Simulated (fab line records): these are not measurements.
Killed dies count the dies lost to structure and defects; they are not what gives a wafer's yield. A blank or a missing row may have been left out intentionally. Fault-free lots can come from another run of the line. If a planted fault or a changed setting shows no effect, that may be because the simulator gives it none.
Split-lot trial ; flow n5-finfet ; 39 wafers read across 7 lots, on a route 1938 steps long

THE SPLIT
At N5_SD_EPI_N_EPI_21 (deposits Si:P, time 690 s), the setting epi-growth-time-s was moved away from the recipe's 690 s on 6 of the 39 wafers read, by +19.5% to +49.6%. This setting was run at the recipe's value on the other wafers.

FROM THE SPLIT TO THE READING: what the file shows between them, 5 steps
- N5_SD_EPI_N_EPI_MEAS_23
- N5_SD_EPI_N_PRECLEAN_24: cleans in O3/DIW, time 60 s
- N5_SD_EPI_N_SRD_25: time 30 s
- N5_SD_ACTIVATION_RTA_00: time 0 s
- N5_SD_ACTIVATION_LSA_01: time 0.0008 s

THE READING
At N5_SD_ACTIVATION_RS_MEAS_03, a four-point-probe measurement gives RS_SD_N in ohm/sq. A value of 21.86 ohm/sq with a standard deviation of 0.3 ohm/sq is what fault-free wafers of this fab line usually give.

wafer;tool, chamber at the split;epi-growth-time-s as run, s;against the recipe;RS_SD_N, ohm/sq;against lot-mates on the recipe
L077.1;epi-rpcvd-03, 0;690;recipe;21.83;-
L077.2;epi-rpcvd-03, 0;690;recipe;21.94;-
L077.3;epi-rpcvd-03, 0;690;recipe;21.47;-
L077.4;epi-rpcvd-03, 0;690;recipe;21.70;-
L077.5;epi-rpcvd-03, 0;690;recipe;21.91;-
L077.6;epi-rpcvd-03, 0;690;recipe;21.74;-
L089.1;epi-rpcvd-01, 0;690;recipe;22.21;-
L089.2;epi-rpcvd-01, 0;690;recipe;21.46;-
L089.3;epi-rpcvd-01, 0;690;recipe;22.03;-
L089.4;epi-rpcvd-01, 0;690;recipe;22.08;-
L089.5;epi-rpcvd-01, 0;690;recipe;22.13;-
L089.6;epi-rpcvd-01, 0;690;recipe;22.03;-
L091.1;epi-rpcvd-01, 0;690;recipe;21.44;-
L091.2;epi-rpcvd-01, 0;690;recipe;21.84;-
L091.3;epi-rpcvd-01, 0;690;recipe;21.84;-
L091.4;epi-rpcvd-01, 0;690;recipe;21.51;-
L091.5;epi-rpcvd-01, 0;690;recipe;21.81;-
L091.6;epi-rpcvd-01, 0;690;recipe;21.77;-
L093.1;epi-rpcvd-04, 0;690;recipe;21.99;-
L093.2;epi-rpcvd-04, 0;690;recipe;22.18;-
L093.3;epi-rpcvd-04, 0;690;recipe;21.73;-
L093.4;epi-rpcvd-04, 0;690;recipe;21.67;-
L093.5;epi-rpcvd-04, 0;690;recipe;22.24;-
L093.6;epi-rpcvd-04, 0;690;recipe;22.20;-
L094.1;epi-rpcvd-03, 0;824.4;+19.5%;19.12;-2.82
L094.2;epi-rpcvd-03, 0;824.4;+19.5%;19.30;-2.64
L094.3;epi-rpcvd-03, 0;824.4;+19.5%;19.35;-2.59
L094.4;epi-rpcvd-03, 0;690;recipe;22.28;-
L094.5;epi-rpcvd-03, 0;690;recipe;21.64;-
L094.6;epi-rpcvd-03, 0;690;recipe;21.89;-
L095.1;epi-rpcvd-04, 0;1032;+49.6%;16.16;-5.81
L095.2;epi-rpcvd-04, 0;690;recipe;21.86;-
L095.3;epi-rpcvd-04, 0;1032;+49.6%;16.63;-5.34
L095.4;epi-rpcvd-04, 0;690;recipe;22.00;-
L095.5;epi-rpcvd-04, 0;690;recipe;22.06;-
L095.6;epi-rpcvd-04, 0;1032;+49.6%;16.31;-5.66
L097.1;epi-rpcvd-01, 0;690;recipe;21.42;-
L097.3;epi-rpcvd-01, 0;690;recipe;21.71;-
L097.6;epi-rpcvd-01, 0;690;recipe;21.81;-

FIT RESULTS
A straight line over all 39 wafers: RS_SD_N changes by -0.113 ohm/sq for each +1% of epi-growth-time-s; r = -0.99; the points scatter about the line by 0.26 ohm/sq.
The same after taking each lot's own level away (the mean of its wafers on the recipe; 39 wafers): -0.116 ohm/sq for each +1%; r = -0.99; scatter 0.23 ohm/sq.
That fit puts the effect of the largest move of epi-growth-time-s on the reading at 5.7 ohm/sq.
The span of the lots' own levels, 21.647 to 22.002 ohm/sq, comes to 1.2 times the standard deviation stated above.
Hence the lot-to-lot level has little effect on the slope; both slopes agree.
Check: -5.74 ohm/sq against its lot-mates is what the line predicts for one of the wafers moved furthest among these (+49.6%) when that wafer is left out of the fit. It came out at -5.81 ohm/sq against them.

OTHER SPLITS APPLIED TO THESE WAFERS
Note: prior to the reading, these wafers also went through further splits. Each is held against what the fit with the lots' levels taken away leaves over:
other split on the same wafers;wafers away from the commonest value;r with RS_SD_N (lot level and that fit taken away)
N5_ZERO_LAYER_PECVD_02 time-s;9;+0.12
N5_FIN_SAQP_DEVELOP_15 develop-time-s;15;+0.16

THE WHOLE CHAIN: every reading that the file lists as answering this split, in the file's order
step;what it does;reading;change (the file's fit);r (the file's)
N5_SD_EPI_N_EPI_21;deposits Si:P, time 690 s;Si-P_of_SD_EPI_N_EPI_21.thk-nm (the simulator's own value, which no gauge read);+0.414 nm for each +1% of the setting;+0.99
N5_SD_EPI_N_EPI_MEAS_23;;thk-nm;withheld for each +1% of the setting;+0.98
N5_SD_ACTIVATION_RS_MEAS_03;measures by four-point-probe;RS_SD_N;-0.116 for each +1% of the setting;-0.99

THE FILE'S OWN FIT
RS_SD_N changes by -0.116 ohm/sq for each +1% of epi-growth-time-s, r = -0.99.
